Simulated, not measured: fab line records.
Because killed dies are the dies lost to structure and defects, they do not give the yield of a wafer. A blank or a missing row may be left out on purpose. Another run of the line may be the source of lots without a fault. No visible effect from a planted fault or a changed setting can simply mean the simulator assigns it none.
Which tool did it? :: flow n5Finfet :: 10 lots, 30 wafers sampled, at 2 steps of a route of 1938

== WHAT THE GAUGES SHOWED, per wafer ==
N5_HKMG_FIN_CD_MEAS_12 targets a cd of 92.8 nm.
lot: L075
measured: day 4 08:59
on: cdSem-02
cdNm (nm): 93.9 93.0 92.9

lot: L077
measured: day 4 23:56
on: cdSem-02
cdNm (nm): 94.1 94.0 94.7

lot: L080
measured: day 5 22:47
on: cdSem-03
cdNm (nm): 93.0 93.3 94.0

lot: L083
measured: day 6 10:22
on: cdSem-01
cdNm (nm): 92.2 92.7 92.4

lot: L085
measured: day 6 20:02
on: cdSem-02
cdNm (nm): 93.5 93.5 92.2

lot: L088
measured: day 7 12:52
on: cdSem-03
cdNm (nm): 91.3 91.9 92.0

lot: L090
measured: day 8 00:58
on: cdSem-02
cdNm (nm): 93.4 93.0 93.4

lot: L092
measured: day 8 17:26
on: cdSem-03
cdNm (nm): 93.8 92.9 93.1

lot: L094
measured: day 9 07:15
on: cdSem-01
cdNm (nm): 92.4 91.6 91.9

lot: L096
measured: day 9 14:03
on: cdSem-02
cdNm (nm): 92.1 92.5 93.3

== WHICH TOOL RAN EACH LOT (tool, then ch and the chambers of the sampled wafers, then the start) ==
lot: L075
N5_SDB_DESCUM_16: rieDiel-01 ch 0,1,3, day 3 23:29

lot: L077
N5_SDB_DESCUM_16: rieDiel-04 ch 0,2,3, day 4 14:08

lot: L080
N5_SDB_DESCUM_16: rieDiel-01 ch 1,2, day 5 13:49

lot: L083
N5_SDB_DESCUM_16: rieDiel-01 ch 1,2,3, day 6 00:53

lot: L085
N5_SDB_DESCUM_16: rieDiel-04 ch 1,2,3, day 6 10:49

lot: L088
N5_SDB_DESCUM_16: rieDiel-05 ch 1,2,3, day 7 04:11

lot: L090
N5_SDB_DESCUM_16: rieDiel-01 ch 1,2, day 7 16:11

lot: L092
N5_SDB_DESCUM_16: rieDiel-01 ch 0,2,3, day 8 07:15

lot: L094
N5_SDB_DESCUM_16: rieDiel-01 ch 0,1,2, day 8 21:55

lot: L096
N5_SDB_DESCUM_16: rieDiel-05 ch 0,1,3, day 9 05:02
- N5_SDB_DESCUM_16: chemistry O2, time 7.9 s.

== THE ANSWER, worked out from the rows above alone ==
Rule: the lots themselves supply what counts as usual. The widest of any qualifying gaps counts: lots, ordered by their means at a reading, are off when they make up no more than a third of the lots, leave a main group of 4 or more, and stand apart from it by 3 or more times the standard deviation of that group's means. A main group is skipped when, at the precision printed for the reading in the tables above, its means are all equal. A lot without any number at a reading at which 4 lots or more have one is off too. All remaining lots with rows at the step are treated as sound.
No lot is off at any reading shown: from this, nothing can be told.

== WHAT THE SIMULATOR HAD INSERTED ==
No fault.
